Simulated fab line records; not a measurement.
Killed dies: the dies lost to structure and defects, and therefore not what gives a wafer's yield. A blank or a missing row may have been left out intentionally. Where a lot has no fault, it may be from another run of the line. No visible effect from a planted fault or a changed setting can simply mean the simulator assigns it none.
fab line records	flow nand_harc
record lots=13	wafers=39	last_day=24
route steps=1159 shown P_STI@92 P_GATE@136 END@1159
lots with no fault: from the same line, run without faults
start_h: the number of hours between the record's first day and the start of the first shown wafer of the lot	wait_h: hours from the lot's prior step to this one	" unchanged from the row above	L1.1+2: a row that stands for several wafers	- no value, or no start given	* or withheld: withheld	< > ~ a bound
route shown NAME@n: NAME is a module with steps in the file, n the number in the route of the first one	usual: mean and standard deviation over wafers with no fault	same: alike in all rows	chamber/n: place in a boat	sites: readings site by site	_std_site: the values' standard deviation	_edge_site: the outer-site mean with the inner-site mean subtracted	radius_mm: how far each site lies from the wafer's centre	mask NAME#n: copy n	behind: the tool/chamber that last shaped the wafer	hold: cause of the lot's hold/its duration in hours/its outcome	device: names the non-switching transistor (n, p or np)	end of line: the route-end tests of the same wafers	where a step has no rows: the recipe by itself	killed: the dies lost at the first sort to structure and to defects; this is not the yield of the wafer	map: a wafer's dies, x killed, . not, _ none there
set.NAME: setting as actually run; set.NAME@STEP: the setting as run at that earlier step	model.NAME: the simulator's own value behind a step, which no gauge read
one table for each step of the route and one row for each wafer, over a sample of lots
services: a tool's chamber out of use, with start hour (start_h, from the record's first day; less than 0 if before it), hours out, and reason
## steps
# step NHARC_P_STI_OCD_MEAS_17
# usual trench_depth_nm=300/4.1	trench_foot_cd_nm=158.1/2.1
lot.wafer	tool	chamber	start_h	wait_h	trench_depth_nm	trench_foot_cd_nm
L692.3	ocd-02	-	50.70	0.1	294	162.2
L692.5	"	-	"	"	294	159.5
L692.6	"	-	"	"	296	159.8
L694.4	ocd-02	-	60.35	0.1	300	159.2
L694.5	"	-	"	"	293	157.6
L694.6	"	-	"	"	302	159.9
L696.3	ocd-01	-	72.20	0.1	298	157.6
L696.5	"	-	"	"	306	152.8
L696.6	"	-	"	"	304	153.8
L699.4	ocd-01	-	90.22	0.1	297	162.7
L699.5	"	-	"	"	304	159.2
L699.6	"	-	"	"	298	159.5
L702.1	ocd-01	-	107.93	0.1	302	158.6
L702.3	"	-	"	"	300	159.1
L702.6	"	-	"	"	303	158.6
L704.1	ocd-01	-	119.99	0.1	300	158.2
L704.3	"	-	"	"	305	158.9
L704.6	"	-	"	"	297	159.1
L706.1	ocd-01	-	129.44	0.1	305	157.1
L706.4	"	-	"	"	299	156.8
L706.5	"	-	"	"	299	159.2
L705.4	ocd-02	-	129.48	0.1	303	156.3
L705.5	"	-	"	"	308	158.1
L705.6	"	-	"	"	302	158.9
L707.1	ocd-01	-	138.56	0.1	293	157.3
L707.3	"	-	"	"	297	157.2
L707.4	"	-	"	"	303	157.5
L708.1	ocd-01	-	144.64	0.1	295	160.7
L708.2	"	-	"	"	301	157.1
L708.5	"	-	"	"	301	158.2
L709.1	ocd-02	-	149.68	0.1	301	161.4
L709.3	"	-	"	"	295	159.4
L709.4	"	-	"	"	302	157.5
L712.1	ocd-01	-	168.52	0.1	301	160.8
L712.2	"	-	"	"	297	156.1
L712.6	"	-	"	"	298	160.3
L713.1	ocd-02	-	175.28	0.1	297	157.5
L713.2	"	-	"	"	301	157.3
L713.4	"	-	"	"	302	158.4
# step NHARC_P_GATE_SOFTBAKE_21
# recipe temp_c=105	time_s=55
# usual heater_power_total_W=188.44/0.14
lot.wafer	tool	chamber	start_h	wait_h	heater_power_total_W
L692.3	litho_track-04	0	102	-	188.35
L692.5	"	0	"	"	188.58
L692.6	"	0	"	"	188.40
L694.4	litho_track-06	0	108	-	188.48
L694.5	"	0	"	"	188.64
L694.6	"	0	"	"	188.29
L696.3	litho_track-01	0	122	-	188.35
L696.5	"	0	"	"	188.32
L696.6	"	0	"	"	188.41
L699.4	litho_track-06	0	143	-	188.30
L699.5	"	0	"	"	188.43
L699.6	"	0	"	"	188.45
L704.1	litho_track-04	0	164	-	188.36
L704.3	"	0	"	"	188.73
L704.6	"	0	"	"	188.50
L702.1	litho_track-06	0	165	-	188.46
L702.3	"	0	"	"	188.57
L702.6	"	0	"	"	188.36
L705.4	litho_track-04	0	180	-	323.12
L705.5	"	0	"	"	322.92
L705.6	"	0	"	"	323.50
L706.1	litho_track-04	0	180	-	322.95
L706.4	"	0	"	"	323.63
L706.5	"	0	"	"	323.12
L707.1	litho_track-01	0	188	-	188.35
L707.3	"	0	"	"	188.41
L707.4	"	0	"	"	188.24
L708.1	litho_track-01	0	198	-	188.30
L708.2	"	0	"	"	188.47
L708.5	"	0	"	"	188.37
L709.1	litho_track-06	0	202	-	188.28
L709.3	"	0	"	"	188.25
L709.4	"	0	"	"	188.38
L712.1	litho_track-01	0	219	-	188.25
L712.2	"	0	"	"	188.39
L712.6	"	0	"	"	188.40
L713.1	litho_track-01	0	227	-	188.33
L713.2	"	0	"	"	188.42
L713.4	"	0	"	"	188.36
# step NHARC_P_GATE_ETCH_104
# recipe target_depth_a=600	time_s=withheld	cf4_flow_sccm=100	chf3_flow_sccm=30	ar_flow_sccm=0	rf_w=500	bias_w=200	chemistry=CF4/CHF3
# usual drypump_motor_current_A=5.9/0.36	oes_product_au=0.938/0.019	rf_vpp_V=370.8/2	showerhead_plenum_p_Torr=1.58/0.056	throttle_valve_pct=16.802/0.0093
lot.wafer	tool	chamber	start_h	wait_h	drypump_motor_current_A	oes_product_au	rf_vpp_V	showerhead_plenum_p_Torr	throttle_valve_pct
L692.3	rie_diel-02	2	103.51	0.1	5.2	0.916	372.3	1.57	16.807
L692.6	"	2	"	"	5.2	0.917	369.0	1.57	16.806
L692.5	"	3	"	"	6.3	0.914	371.8	1.60	16.805
L694.4	rie_diel-02	2	109.64	0.1	5.2	0.945	368.0	1.57	16.808
L694.6	"	2	"	"	5.2	0.940	370.0	1.57	16.807
L694.5	"	3	"	"	6.3	0.954	372.1	1.60	16.803
L696.3	rie_diel-07	0	123.52	0.1	5.6	0.940	372.1	1.62	16.790
L696.5	"	2	"	"	6.2	0.919	372.5	1.63	16.800
L696.6	"	3	"	"	6.1	0.919	369.0	1.51	16.804
L699.5	rie_diel-07	3	143.75	0.0	6.2	0.927	367.3	1.51	16.791
L699.6	"	0	"	"	5.6	0.934	372.1	1.62	16.811
L699.4	"	1	"	"	5.9	0.924	372.7	1.66	16.794
L704.1	rie_diel-07	2	165.75	0.2	6.2	0.921	371.1	1.63	16.815
L704.3	"	0	"	"	5.6	0.921	373.1	1.62	16.797
L704.6	"	3	"	"	6.2	0.932	367.8	1.51	16.818
L702.1	rie_diel-06	1	166.03	0.1	6.0	0.959	364.8	1.47	16.816
L702.3	"	3	"	"	6.0	0.952	372.9	1.65	16.789
L702.6	"	1	"	"	6.0	0.959	366.7	1.47	16.805
L705.4	rie_diel-07	1	180.98	0.1	5.9	0.937	374.4	1.66	16.810
L705.5	"	1	"	"	5.9	0.926	374.3	1.66	16.799
L705.6	"	2	"	"	6.2	0.922	372.3	1.63	16.811
L706.1	rie_diel-07	2	181.52	0.1	6.2	0.923	372.1	1.63	16.821
L706.4	"	0	"	"	5.6	0.922	371.5	1.62	16.809
L706.5	"	2	"	"	6.2	0.926	371.8	1.63	16.798
L707.4	rie_diel-07	1	188.84	0.1	5.9	0.936	372.8	1.66	16.797
L707.3	"	2	"	"	6.2	0.922	373.1	1.63	16.797
L707.1	"	3	"	"	6.2	0.933	368.6	1.51	16.798
L708.1	rie_diel-07	1	199.12	0.1	5.9	0.925	371.4	1.65	16.815
L708.2	"	2	"	"	6.2	0.917	371.8	1.63	16.792
L708.5	"	1	"	"	5.9	0.930	372.9	1.66	16.793
L709.3	rie_diel-06	1	203.68	0.2	6.0	0.958	367.2	1.46	16.797
L709.1	"	2	"	"	5.4	0.951	372.7	1.61	16.787
L709.4	"	0	"	"	6.5	0.935	371.9	1.56	16.800
L712.1	rie_diel-07	0	220.47	0.1	5.6	0.952	371.6	1.62	16.795
L712.2	"	1	"	"	5.9	0.956	373.7	1.65	16.809
L712.6	"	3	"	"	6.2	0.935	367.1	1.50	16.827
L713.1	rie_diel-07	2	227.64	0.1	6.2	0.971	373.1	1.63	16.804
L713.4	"	0	"	"	5.6	0.968	370.9	1.61	16.826
L713.2	"	1	"	"	5.9	0.964	374.0	1.65	16.809
# step NHARC_P_GATE_HM_OPEN_105
# recipe target_depth_a=3600	o2_flow_sccm=400	cos_flow_sccm=20	ar_flow_sccm=0	rf_w=500	bias_w=300	chemistry=O2/COS
# usual drypump_motor_current_A=5.9/0.35	oes_product_au=0.998/0.0085	rf_vpp_V=467.5/2.5	showerhead_plenum_p_Torr=3.14/0.11	throttle_valve_pct=28.330/0.0084
lot.wafer	tool	chamber	start_h	wait_h	drypump_motor_current_A	oes_product_au	rf_hours_counter_h	rf_vpp_V	showerhead_plenum_p_Torr	throttle_valve_pct
L692.3	rie_diel-02	3	-	-	6.3	0.982	41	468.7	3.18	28.328
L692.5	"	0	"	"	6.1	0.979	-	466.3	3.02	28.325
L692.6	"	1	"	"	5.4	0.998	-	466.6	3.06	28.325
L694.4	rie_diel-02	0	-	-	6.0	0.987	45	464.2	3.02	28.336
L694.5	"	0	"	"	6.1	0.992	-	466.0	3.02	28.323
L694.6	"	1	"	"	5.4	0.998	-	466.4	3.06	28.338
L696.3	rie_diel-07	1	-	-	5.9	1.010	12	470.4	3.29	28.337
L696.6	"	0	"	"	5.6	1.009	-	469.1	3.21	28.328
L696.5	"	1	"	"	5.9	1.005	-	470.3	3.29	28.331
L699.5	rie_diel-07	3	-	-	6.2	0.986	-	465.8	2.99	28.335
L699.4	"	0	"	"	5.7	1.007	-	470.4	3.21	28.331
L699.6	"	1	"	"	5.9	1.002	-	470.2	3.29	28.334
L704.3	rie_diel-07	1	-	-	5.9	0.988	21	471.5	3.29	28.324
L704.1	"	3	"	"	6.2	0.993	20	464.0	2.99	28.324
L704.6	"	0	"	"	5.7	1.001	-	468.7	3.21	28.334
L702.1	rie_diel-06	1	-	-	6.0	1.005	31	459.9	2.91	28.329
L702.3	"	2	"	"	5.4	1.008	37	470.3	3.20	28.325
L702.6	"	1	"	"	6.0	1.007	-	462.0	2.91	28.332
L705.4	rie_diel-07	2	-	-	6.2	0.997	22	469.6	3.23	28.333
L705.5	"	2	"	"	6.2	1.000	-	468.3	3.23	28.334
L705.6	"	3	"	"	6.2	1.000	-	463.5	2.99	28.329
L706.4	rie_diel-07	2	-	-	6.2	0.988	22	469.8	3.23	28.324
L706.1	"	0	"	"	5.6	1.004	22	469.1	3.21	28.342
L706.5	"	2	"	"	6.2	0.989	-	469.6	3.23	28.328
L707.3	rie_diel-07	3	-	-	6.1	1.005	25	462.9	2.99	28.322
L707.1	"	1	"	"	5.9	1.003	26	471.4	3.28	28.345
L707.4	"	2	"	"	6.2	0.991	24	469.5	3.23	28.338
L708.2	rie_diel-07	3	-	-	6.2	0.998	26	464.6	2.99	28.343
L708.1	"	2	"	"	6.2	0.998	26	470.0	3.23	28.329
L708.5	"	3	"	"	6.2	1.002	-	464.1	2.99	28.329
L709.4	rie_diel-06	3	-	-	6.0	0.992	47	470.3	3.27	28.325
L709.1	"	0	"	"	6.4	0.994	44	466.4	3.09	28.331
L709.3	"	1	"	"	6.0	1.002	47	463.0	2.91	28.338
L712.2	rie_diel-07	2	-	-	6.2	1.010	31	470.0	3.23	28.324
L712.1	"	3	"	"	6.2	0.992	33	465.5	2.99	28.323
L712.6	"	1	"	"	5.9	0.987	-	471.2	3.28	28.334
L713.2	rie_diel-07	2	-	-	6.2	1.003	32	471.0	3.23	28.325
L713.1	"	3	"	"	6.2	1.001	34	463.3	2.98	28.329
L713.4	"	0	"	"	5.6	1.013	33	467.1	3.20	28.332
# step NHARC_END_SORT_01
# recipe temp_c=25
# usual killed_at_array=28/10	killed_at_other=0.5/0.82	killed_at_periphery=3.4/2.2	killed_dies=31/10	killed_open=3.4/1.9	killed_short=1.9/1.3
# same gross_dies=677
lot.wafer	tool	chamber	start_h	wait_h	killed_at_array	killed_at_other	killed_at_periphery	killed_dies	killed_open	killed_short
L705.4	prober-01	0	525.59	3.4	18	0	4	22	6	1
L705.5	prober-01	0	526.38	3.7	16	0	1	17	3	3
L705.6	prober-01	0	527.17	4.0	16	0	4	20	7	1
L706.1	prober-02	0	539.58	2.5	38	0	3	41	9	2
L706.4	prober-02	0	542.01	3.4	33	0	2	35	4	2
L706.5	prober-02	0	542.82	3.7	29	1	2	32	2	4
L709.1	prober-01	0	561.30	2.5	16	0	2	18	2	3
L709.3	prober-01	0	562.90	3.1	13	0	1	14	1	4
L709.4	prober-01	0	563.70	3.4	14	0	2	16	1	1
# killed by level:class
L705.4 A_CHANNEL_HOLE_D1:chamber_film_flake=9 A_CONTACT:geometric_particle:open=2 A_STAIRCASE:chamber_film_flake=2 P_GATE:geometric_particle:short=1 P_M0:geometric_particle:open=1 A_ONON_D1:geometric_particle:open=1 A_WL_FILL:geometric_particle:open=1 A_M0:geometric_particle:open=1
L705.5 A_CHANNEL_HOLE_D1:chamber_film_flake=3 A_CONTACT:chamber_film_flake=3 A_WL_FILL:geometric_particle:short=2 A_SLIT:chamber_film_flake=2 P_GATE:geometric_particle:open=1 A_SOURCE_PLATE:geometric_particle:open=1 A_CHANNEL_FILL_D1:geometric_particle:short=1 A_BLC:geometric_particle:open=1
L705.6 A_CHANNEL_HOLE_D1:chamber_film_flake=5 P_CONTACT:geometric_particle:open=2 A_M0:geometric_particle:open=2 P_GATE:chamber_film_flake=2 A_CONTACT:chamber_film_flake=2 A_ONON_D1:geometric_particle:short=1 A_ONON_D1:geometric_particle:open=1 A_WL_FILL:geometric_particle:open=1
L706.1 A_CHANNEL_HOLE_D1:chamber_film_flake=19 A_CONTACT:chamber_film_flake=5 A_STAIRCASE:chamber_film_flake=4 P_CONTACT:geometric_particle:open=2 A_WL_FILL:geometric_particle:open=2 A_M0:geometric_particle:open=2 A_CHANNEL_HOLE_D1:geometric_particle:short=1 A_CHANNEL_FILL_D1:geometric_particle:open=1
L706.4 A_CHANNEL_HOLE_D1:chamber_film_flake=20 A_CONTACT:geometric_particle:open=3 A_CONTACT:chamber_film_flake=3 A_WL_FILL:chamber_film_flake=2 A_BLC:chamber_film_flake=2 P_STI:geometric_particle:short=1 A_WL_FILL:geometric_particle:short=1 A_M0:geometric_particle:open=1
L706.5 A_CHANNEL_HOLE_D1:chamber_film_flake=17 A_WL_FILL:geometric_particle:short=4 A_STAIRCASE:chamber_film_flake=2 A_CONTACT:chamber_film_flake=2 A_BLC:chamber_film_flake=2 P_GATE:geometric_particle:open=1 A_M0:geometric_particle:open=1 P_STI:chamber_film_flake=1
L709.1 A_CHANNEL_HOLE_D1:chamber_film_flake=4 A_CONTACT:chamber_film_flake=4 A_CHANNEL_FILL_D1:geometric_particle:short=2 A_STAIRCASE:chamber_film_flake=2 A_WL_FILL:chamber_film_flake=2 P_GATE:geometric_particle:open=1 A_BLC:geometric_particle:open=1 A_M0:geometric_particle:short=1
L709.3 A_CHANNEL_HOLE_D1:chamber_film_flake=4 A_CONTACT:chamber_film_flake=3 A_SOURCE_PLATE:geometric_particle:short=2 A_WL_FILL:geometric_particle:short=2 A_CHANNEL_FILL_D1:geometric_particle:open=1 P_GATE:chamber_film_flake=1 A_WL_FILL:chamber_film_flake=1
L709.4 A_CHANNEL_HOLE_D1:chamber_film_flake=9 A_CONTACT:chamber_film_flake=3 A_SOURCE_PLATE:geometric_particle:short=1 A_CHANNEL_HOLE_D1:geometric_particle:open=1 P_GATE:chamber_film_flake=1 P_M2:chamber_film_flake=1
## services
tool	chamber	start_h	hours	kind
rie_diel-07	0	84.71	-	clean
rie_diel-07	1	84.71	-	clean
rie_diel-07	2	84.71	-	clean
rie_diel-07	3	84.71	-	clean
litho_track-01	-	93.00	7.0	pm
rie_diel-07	0	109.21	-	clean
rie_diel-07	1	109.21	-	clean
rie_diel-07	2	109.21	-	clean
rie_diel-07	3	109.21	-	clean
litho_track-06	-	117.00	7.0	pm
rie_diel-07	0	133.71	-	clean
rie_diel-07	1	133.71	-	clean
rie_diel-07	2	133.71	-	clean
rie_diel-07	3	133.71	-	clean
rie_diel-06	1	134.09	5.1	repair
rie_diel-02	3	135.05	20.5	repair
rie_diel-07	2	137.40	8.3	repair
litho_track-04	-	141.00	7.0	pm
rie_diel-02	-	150.90	9.0	pm
rie_diel-07	0	158.21	-	clean
rie_diel-07	1	158.21	-	clean
rie_diel-07	2	158.21	-	clean
rie_diel-07	3	158.21	-	clean
rie_diel-07	1	223.61	3.3	repair
## key
first_sign step=NHARC_P_GATE_SOFTBAKE_21	reading=heater_power_total_W	direction=up	sigmas=99+	usual=*	struck=*
effect none on later readings
met_at NHARC_P_GATE_SOFTBAKE_21
struck_lots L705,L706
tester_left_out L705,L706
not_acting_at NHARC_P_STI_OCD_MEAS_17,NHARC_P_GATE_ETCH_104,NHARC_P_GATE_HM_OPEN_105
onset_between 164 180
fault kind=process_parameter_drift	tool=litho_track-04	chamber=-	onset_h=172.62	steps=NHARC_P_GATE_SOFTBAKE_21	channel=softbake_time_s	offset=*	shape=step	end_h=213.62	acts_in=*	stated=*
# tester_left_out: of these lots the tester's yield and bins aren't shown, on N5 and GAA mostly nor the transistor test; their killed dies are dies lost to structure and defects alone, not to doping, threshold or leakage, so they don't give the yield
